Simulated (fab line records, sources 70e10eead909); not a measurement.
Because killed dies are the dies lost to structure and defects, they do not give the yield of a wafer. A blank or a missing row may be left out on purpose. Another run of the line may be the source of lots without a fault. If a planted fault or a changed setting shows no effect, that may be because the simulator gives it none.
A struck lot beside a sound one / flow nand-harc / 15 out of 1159 route steps
Sound: these wafers, L392.2, L392.3, L392.6. Wafers struck: L391.3, L391.5, L391.6. The cause is given at the end.
Order at every step that has rows: each side's tool, ch and its chambers, its first start. Under that, the readings that differ: sound wafers / struck wafers / difference of the means / sigmas: that difference in standard deviations of wafers without a fault.
alike: a reading whose means differ by less than 2 such deviations, as well as words and numbers matching on both sides. not compared: withheld readings; readings where some wafer has no value; bounds like >300 that might hide an equal value; numbers whose values overlap and for which the record gives no deviation.
Wherever a step has rows on one side only, a row that says differs or no value, or a row with sigmas, the two part there. Non-overlapping numbers with no deviation appear without sigmas and do not part them. Lack of a reading on every wafer of one side parts them only where that side has two or more wafers.

first, 7 steps without rows for these wafers: NHARC_P_STI_COAT_41 (time 65 s); NHARC_P_STI_COAT_03 (resist thk 600 nm); NHARC_P_STI_SOFTBAKE_04 (time 70 s); NHARC_P_STI_EBR_05; NHARC_P_STI_EXPOSE_06 (exposes mask P STI, target cd 200 nm); NHARC_P_STI_PEB_07 (peb time 80 s); NHARC_P_STI_DEVELOP_08 (time 50 s).
NHARC_P_STI_CD_MEAS_09: the cd target is 200 nm.
  sound on cd-sem-02 ch 0, day 5 16:57; struck on cd-sem-02 ch 0, day 5 11:00
  alike: cd-nm
NHARC_P_STI_OVL_MEAS_10:
  struck on overlay-01, day 5 11:06; sound on overlay-02, day 5 17:02
  alike: overlay-x-nm, overlay-y-nm
NHARC_P_STI_INSPECT_11:
  struck on defect-inspect-02, day 5 11:08; sound on defect-inspect-01, day 5 17:05
  alike: raw-defect-count
then, 1 step without rows for these wafers: NHARC_P_STI_HARDBAKE_13 (time 65 s).
NHARC_P_STI_DESCUM_14: chemistry O2, time 3 s.
  sound on rie-diel-02 ch 0,1,2, day 5 17:14; struck on rie-diel-02 ch 0,1,2, day 5 11:17
  alike: drypump-motor-current-A, oes-product-au, rf-vpp-V, showerhead-plenum-p-Torr, throttle-valve-pct
  not compared: rf-hours-counter-h
NHARC_P_STI_ETCH_42: etches the open film in N2/H2, target depth 80 nm, overetch 24 nm, time 61 s.
  sound on rie-diel-02 ch 1,2,3, day 5 17:18; struck on rie-diel-02 ch 0,3, day 5 11:21
  no value came back on the struck wafers for any of 9 readings (bias-w (W), chamber-pressure-mTorr (mTorr) and others); on the sound wafers bias-w (W) reads 149.0 150.1 150.5
  not compared: rf-hours-counter-h
NHARC_P_STI_ETCH_31: etches the open film in CF4/CHF3, target depth 108.9 nm, time 54.5 s.
  sound on rie-diel-02 ch 0,2,3; struck on rie-diel-02 ch 1,2,3, day 5 11:27
  alike: bias-w, cf4-flow-sccm, drypump-motor-current-A, oes-product-au, rf-fwd-power-W, rf-vpp-V, showerhead-plenum-p-Torr, throttle-valve-pct
  not compared: rf-hours-counter-h
-- the record jumps here: 17 days lie between the struck wafers' starts before and after (it left off in module P_STI and takes up again in module END, whose first step shown is number 1159 of the route) --
NHARC_END_SORT_01:
  sound on prober-01 ch 0, day 22 03:17; struck on prober-02 ch 0, day 22 04:05
reading=hold; sound=- - -; struck=await-dispo/2.4h/scrap await-dispo/2.4h/scrap await-dispo/2.4h/scrap; difference=no value on the sound wafers; sigmas=
reading=killed-at-periphery; sound=4 8 3; struck=644 651 642; difference=+641; sigmas=+99 or more
reading=killed-dies; sound=39 35 38; struck=677 677 677; difference=+640; sigmas=+58
  alike: killed-at-array, killed-at-other, killed-open, killed-short

WHERE THEY PART
Last at NHARC_END_SORT_01 as far as this record goes, first at NHARC_P_STI_ETCH_42.

WHY: the cause the simulator had injected
Beginning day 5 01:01, the whole step at NHARC_P_STI_ETCH_42 was skipped on rie-diel-02. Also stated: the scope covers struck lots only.
